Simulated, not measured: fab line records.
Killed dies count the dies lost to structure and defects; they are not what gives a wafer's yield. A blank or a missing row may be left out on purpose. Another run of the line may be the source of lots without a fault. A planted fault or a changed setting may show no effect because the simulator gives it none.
Chamber matching    flow nand_harc    NHARC_A_STAIRCASE_TRIM_196 on rie_diel-01: 4 sister chambers
The step chemistry O2, time 211.2 s. 20 wafers are shown with their chamber, then 10 later ones without.

== EACH WAFER AND ITS CHAMBER ==
wafer   chamber  drypump_motor_current_A (A)  showerhead_plenum_p_Torr (Torr)  oes_product_au (a.u.)
L074.1  1        6.0                          3.49                             0.986
L074.5  1        6.0                          3.49                             0.994
L074.6  0        5.1                          3.75                             0.989
L076.2  1        6.0                          3.49                             0.985
L076.4  2        5.4                          3.32                             0.998
L076.5  2        5.4                          3.32                             0.988
L079.2  1        6.1                          3.48                             0.996
L079.4  3        5.0                          3.37                             0.989
L079.6  2        5.4                          3.31                             0.993
L081.1  1        6.1                          3.48                             0.991
L081.2  3        5.0                          3.36                             0.990
L081.6  2        5.4                          3.31                             1.002
L082.1  1        6.1                          3.48                             1.020
L082.2  3        5.0                          3.36                             0.993
L082.6  1        6.1                          3.48                             1.014
L083.3  3        5.0                          3.36                             0.985
L083.4  0        5.1                          3.73                             0.990
L083.5  2        5.4                          3.30                             1.001
L084.2  2        5.4                          3.30                             0.998
L084.3  1        6.0                          3.47                             1.011

SIGNATURES (averages over the wafers above)
reading                   chamber 0  chamber 1  chamber 2  chamber 3  scatter within a chamber
drypump_motor_current_A   5.100      6.050      5.400      5.000      0.0354
showerhead_plenum_p_Torr  3.7400     3.4825     3.3100     3.3625     0.008
oes_product_au            0.98950    0.99962    0.99667    0.98925    0.00949
Rule: distance of a wafer from a chamber = root of the sum over the readings of ((wafer's reading minus chamber's mean) / reading's scatter) squared. If the next closest chamber is less than 2 further off than the closest, the wafer can't be placed; otherwise it belongs to the closest. The scatter: take each reading less its chamber's mean, square it, sum over the shown wafers, divide by the number of wafers less the number of chambers, and take the root.

== WAFERS WHOSE CHAMBER IS MISSING ==
wafer   drypump_motor_current_A (A)  showerhead_plenum_p_Torr (Torr)  oes_product_au (a.u.)
L084.5  5.4                          3.30                             0.998
L086.3  6.0                          3.47                             1.002
L086.4  5.4                          3.30                             1.005
L086.5  5.1                          3.72                             0.999
L087.1  5.4                          3.30                             1.003
L087.2  5.1                          3.72                             1.007
L087.5  5.4                          3.30                             1.002
L092.1  5.0                          3.34                             0.996
L092.3  6.1                          3.46                             0.996
L092.6  6.0                          3.46                             0.994

== WHICH CHAMBER EACH ONE RAN IN ==
wafer   from the rows above  in truth
L084.5  2                    2
L086.3  1                    1
L086.4  2                    2
L086.5  0                    0
L087.1  2                    2
L087.2  0                    0
L087.5  2                    2
L092.1  3                    3
L092.3  1                    1
L092.6  1                    1
Placed correctly: 10 of 10. Not placeable from these rows: 0. Number placed wrongly: 0.
